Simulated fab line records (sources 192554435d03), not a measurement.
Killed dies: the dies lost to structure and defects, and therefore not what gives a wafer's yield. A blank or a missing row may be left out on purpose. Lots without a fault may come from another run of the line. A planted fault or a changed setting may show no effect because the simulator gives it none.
Split-lot study | flow n5-finfet | route with 1938 steps; 7 lots, 21 wafers read

ON THE SPLIT
At N5_BEOL_M10_COAT_60 (time 60 s, resist thk 30 nm), the setting spin-rpm was moved away from the recipe's 1500 rpm on 7 of the 21 wafers read, by -10.6% to -6.9%. All remaining wafers had this setting at the recipe value.

FROM THE SPLIT TO THE READING: what the file shows between them, 4 steps
- N5_BEOL_M10_COAT_05: resist thk 90 nm
- N5_BEOL_M10_EBR_07
- N5_BEOL_M10_DESCUM_16: chemistry O2, time 7.9 s
- N5_BEOL_M10_ETCH_61: etches SiARC in CF4, target depth 39 nm, time 65 s

THE READING
SiARC_of_BEOL_M10_COAT_60.thk-nm (the simulator's own value, which no gauge read), in nm, at N5_BEOL_M10_ETCH_62 (etches SOC in N2/H2, target depth 110 nm, overetch 22 nm, time 165 s). No usual value for it is given in the file. Average 23.6 nm, standard deviation 0.14 nm, over the 14 wafers here run with the recipe.

wafer  | tool, chamber at the split | spin-rpm as run, rpm | against the recipe | SiARC_of_BEOL_M10_COAT_60.thk-nm, nm | against lot-mates on the recipe
L074.2 | litho-track-04, 0          | 1500                 | recipe             | 23.6                                 | -
L074.4 | litho-track-04, 0          | 1500                 | recipe             | 23.6                                 | -
L074.6 | litho-track-04, 0          | 1374                 | -8.4%              | 25.2                                 | +1.6
L075.3 | litho-track-02, 0          | 1500                 | recipe             | 23.8                                 | -
L075.5 | litho-track-02, 0          | 1383                 | -7.8%              | 24.8                                 | +1.1
L075.6 | litho-track-02, 0          | 1500                 | recipe             | 23.6                                 | -
L080.1 | litho-track-04, 0          | 1389                 | -7.4%              | 24.8                                 | +1.2
L080.2 | litho-track-04, 0          | 1500                 | recipe             | 23.6                                 | -
L080.4 | litho-track-04, 0          | 1389                 | -7.4%              | 25                                   | +1.4
L084.3 | litho-track-01, 0          | 1500                 | recipe             | 23.8                                 | -
L084.5 | litho-track-01, 0          | 1500                 | recipe             | 23.8                                 | -
L084.4 | litho-track-01, 0          | 1500                 | recipe             | 23.6                                 | -
L088.2 | litho-track-04, 0          | 1500                 | recipe             | 23.6                                 | -
L088.4 | litho-track-04, 0          | 1500                 | recipe             | 23.8                                 | -
L088.6 | litho-track-04, 0          | 1500                 | recipe             | 23.4                                 | -
L091.3 | litho-track-02, 0          | 1500                 | recipe             | 23.4                                 | -
L091.5 | litho-track-02, 0          | 1341                 | -10.6%             | 25.2                                 | +1.7
L091.6 | litho-track-02, 0          | 1500                 | recipe             | 23.6                                 | -
L082.1 | litho-track-02, 0          | 1396                 | -6.9%              | 24.6                                 | +1.2
L082.6 | litho-track-02, 0          | 1396                 | -6.9%              | 24.6                                 | +1.2
L082.3 | litho-track-02, 0          | 1500                 | recipe             | 23.4                                 | -

THE FIT
A straight line over all 21 wafers: SiARC_of_BEOL_M10_COAT_60.thk-nm changes by -0.16 nm for each +1% of spin-rpm; r = -0.97; the points scatter about the line by 0.15 nm.
The same after taking each lot's own level away (the mean of its wafers on the recipe; 21 wafers): -0.169 nm for each +1%; r = -0.99; scatter 0.12 nm.
On that fit, the largest move of spin-rpm shifts the reading by 1.8 nm.
Across the lots, their own levels run from 23.40 to 23.73 nm, a range of 2.4 times the standard deviation given above.
Hence the lot-to-lot level has little effect on the slope; both slopes agree.
Check: +1.82 nm against its lot-mates is what the line predicts for one of the wafers moved furthest among these (-10.6%) when that wafer is left out of the fit. Against them it came out at +1.7 nm.

THE OTHER SPLITS THESE WAFERS WENT THROUGH
Other splits were also applied to these wafers ahead of the reading. Each is held against what the fit with the lots' levels taken away leaves over:
other split on the same wafers     | wafers away from the commonest value | r with SiARC_of_BEOL_M10_COAT_60.thk-nm (lot level and that fit taken away)
N5_BEOL_M4_COAT_76 spin-rpm        | 5                                    | +0.28
N5_BEOL_M4_EXPOSE_25 dose-mj       | 5                                    | +0.18
N5_BEOL_M5_SPUTTER_88 time-s       | 4                                    | +0.05
N5_BEOL_M6_TRENCH_ETCH_37 source-w | 4                                    | -0.03
N5_BEOL_M7_ETCH_61 source-w        | 6                                    | -0.27
N5_BEOL_M8_ETCH_65 source-w        | 8                                    | +0.01
N5_BEOL_M8_VIA_ETCH_34 bias-w      | 6                                    | -0.30
N5_BEOL_M9_PECVD_70 temp-c         | 6                                    | +0.20
N5_BEOL_M9_CMP_52 down-force-psi   | 6                                    | +0.30

THE WHOLE CHAIN: every reading that the file lists as answering this split, in the file's order
step                | what it does                                                         | reading                                                                             | change (the file's fit)               | r (the file's)
N5_BEOL_M10_COAT_60 | time 60 s, resist thk 30 nm                                          | SiARC_of_BEOL_M10_COAT_60.thk-nm (the simulator's own value, which no gauge read)   | -0.164 nm for each +1% of the setting | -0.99
N5_BEOL_M10_ETCH_61 | etches SiARC in CF4, target depth 39 nm, time 65 s                   | etch-rf-on-time-s                                                                   | withheld for each +1% of the setting  | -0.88
N5_BEOL_M10_ETCH_61 | etches SiARC in CF4, target depth 39 nm, time 65 s                   | etch.depth-nm (the simulator's own value, which no gauge read)                      | -0.158 nm for each +1% of the setting | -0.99
N5_BEOL_M10_ETCH_61 | etches SiARC in CF4, target depth 39 nm, time 65 s                   | CAR-ArF_of_BEOL_M10_COAT_05.thk-nm (the simulator's own value, which no gauge read) | +0.135 nm for each +1% of the setting | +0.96
N5_BEOL_M10_ETCH_62 | etches SOC in N2/H2, target depth 110 nm, overetch 22 nm, time 165 s | SiARC_of_BEOL_M10_COAT_60.thk-nm (the simulator's own value, which no gauge read)   | -0.167 nm for each +1% of the setting | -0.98

FILE'S OWN FIT
SiARC_of_BEOL_M10_COAT_60.thk-nm changes by -0.167 nm for each +1% of spin-rpm, r = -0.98.
